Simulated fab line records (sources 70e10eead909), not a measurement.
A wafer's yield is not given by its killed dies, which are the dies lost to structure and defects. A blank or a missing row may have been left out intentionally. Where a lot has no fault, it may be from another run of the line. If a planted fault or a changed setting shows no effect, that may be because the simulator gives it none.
Chamber matching + flow nandHarc + 4 sister chambers for NHARC_A_STAIRCASE_TRIM_187 on rieDiel-13
The step chemistry O2, time 211.2 s. 8 wafers are shown with their chamber, then 10 later ones without.

## WAFERS PAIRED WITH THEIR CHAMBERS
| wafer  | chamber | drypumpMotorCurrentA (A) | showerheadPlenumPTorr (Torr) |
|--------|---------|--------------------------|------------------------------|
| L079.4 | 0       | 4.7                      | 3.65                         |
| L080.2 | 0       | 4.7                      | 3.64                         |
| L080.6 | 3       | 5.9                      | 3.47                         |
| L084.1 | 2       | 5.7                      | 3.28                         |
| L084.2 | 1       | 6.2                      | 3.37                         |
| L084.6 | 2       | 5.7                      | 3.28                         |
| L085.1 | 1       | 6.2                      | 3.37                         |
| L085.2 | 3       | 5.8                      | 3.46                         |

## WAFERS WITH NO CHAMBER GIVEN
| wafer  | drypumpMotorCurrentA (A) | showerheadPlenumPTorr (Torr) |
|--------|--------------------------|------------------------------|
| L085.6 | 5.7                      | 3.27                         |
| L087.3 | 6.2                      | 3.37                         |
| L087.4 | 4.7                      | 3.63                         |
| L087.5 | 6.2                      | 3.37                         |
| L094.4 | 6.2                      | 3.36                         |
| L094.5 | 5.7                      | 3.80                         |
| L094.6 | 5.8                      | 3.45                         |
| L096.4 | 5.7                      | 3.80                         |
| L096.5 | 4.7                      | 3.62                         |
| L096.6 | 6.2                      | 3.35                         |

## THE CHAMBER EACH PASSED THROUGH
| wafer  | from the rows above | in truth                   |
|--------|---------------------|----------------------------|
| L085.6 | 2                   | 2                          |
| L087.3 | 1                   | 1                          |
| L087.4 | 0                   | 0                          |
| L087.5 | 1                   | 1                          |
| L094.4 | 1                   | 1                          |
| L094.5 | 0                   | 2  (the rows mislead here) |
| L094.6 | 3                   | 3                          |
| L096.4 | 0                   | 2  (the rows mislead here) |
| L096.5 | 0                   | 0                          |
| L096.6 | 1                   | 1                          |
Correct placement for 8 of the 10. Not placeable from these rows: 0. 2 placed wrongly.
How it was worked out, from the rows above alone: a wafer's distance from a chamber is the root of the sum, over the readings, of the square of ((its reading less the chamber's mean) divided by the reading's scatter). If the next closest chamber is less than 2 further off than the closest, the wafer can't be placed; otherwise it belongs to the closest. Each chamber's mean is taken over the wafers shown for it. How the scatter is found: for the shown wafers, subtract from each reading the mean of its chamber, square and add these, divide the total by (wafers less chambers), then take the root.
